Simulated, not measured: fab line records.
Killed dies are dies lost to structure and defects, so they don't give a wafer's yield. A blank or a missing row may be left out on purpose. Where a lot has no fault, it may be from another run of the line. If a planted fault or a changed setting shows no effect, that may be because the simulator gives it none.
Matching of chambers | flow nand_harc | cmp-01 running NHARC_P_BONDPAD_CMP_19: 4 sister chambers
The step polishes, t overpolish 30 s, cu recess touch 16 s, target thk 160.81 nm. 14 wafers are shown with their chamber, then 7 later ones without.

## EACH WAFER AND ITS CHAMBER
wafer  | chamber | motor_current_A (A) | slurry_flow_ml_min | overpolish_run_s (s)
L074.3 | 3       | 12.9                | 149.3              | 30.003
L074.4 | 1       | 10.4                | 150.1              | 30.009
L074.5 | 3       | 12.1                | 149.1              | 29.989
L081.2 | 1       | 9.6                 | 150.3              | 30.009
L081.4 | 0       | 11.4                | 149.8              | 30.003
L081.6 | 2       | 12.4                | 150.5              | 29.990
L087.2 | 1       | 10.1                | 149.8              | 30.011
L087.4 | 2       | 12.4                | 149.9              | 29.999
L087.5 | 0       | 11.5                | 149.7              | 30.003
L088.1 | 3       | 13.0                | 148.8              | 30.001
L088.3 | 2       | 13.1                | 150.5              | 30.000
L088.6 | 0       | 11.0                | 149.9              | 29.996
L091.3 | 1       | 9.7                 | 150.3              | 30.014
L091.4 | 0       | 11.7                | 149.3              | 30.009

SIGNATURES, as means of the wafers listed above
reading            | chamber 0 | chamber 1 | chamber 2 | chamber 3 | scatter within a chamber
motor_current_A    | 11.400    | 9.950     | 12.633    | 12.667    | 0.385
slurry_flow_ml_min | 149.675   | 150.125   | 150.300   | 149.067   | 0.272
overpolish_run_s   | 30.00275  | 30.01075  | 29.99633  | 29.99767  | 0.00526
Rule: for each reading, subtract the chamber's mean from the wafer's reading, divide by that reading's scatter and square the result; add these up over the readings and take the root, which gives the wafer's distance from the chamber. If the next closest chamber is less than 2 further off than the closest, the wafer can't be placed; otherwise it belongs to the closest. How the scatter is found: for the shown wafers, subtract from each reading the mean of its chamber, square and add these, divide the total by (wafers less chambers), then take the root.

## WAFERS WITHOUT THEIR CHAMBER
wafer  | motor_current_A (A) | slurry_flow_ml_min | overpolish_run_s (s)
L091.5 | 11.5                | 149.5              | 29.998
L092.3 | 12.2                | 149.1              | 30.002
L092.5 | 12.0                | 150.1              | 29.991
L092.6 | 9.4                 | 150.5              | 29.996
L094.1 | 9.5                 | 149.9              | 29.997
L094.3 | 12.0                | 149.7              | 29.987
L094.6 | 12.1                | 149.9              | 29.991

## WHICH CHAMBER EACH WENT THROUGH
wafer  | from the rows above          | in truth
L091.5 | 0                            | 0
L092.3 | can't be placed: 3 or 0      | 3
L092.5 | can't be placed: 2 or 0      | 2
L092.6 | 1                            | 1
L094.1 | 1                            | 1
L094.3 | can't be placed: 2 or 0 or 3 | 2
L094.6 | can't be placed: 2 or 0 or 3 | 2
3 of 7 placed correctly. Cannot be placed on the basis of these rows: 4; the candidates contain the true chamber in 4. Wrongly placed: 0.
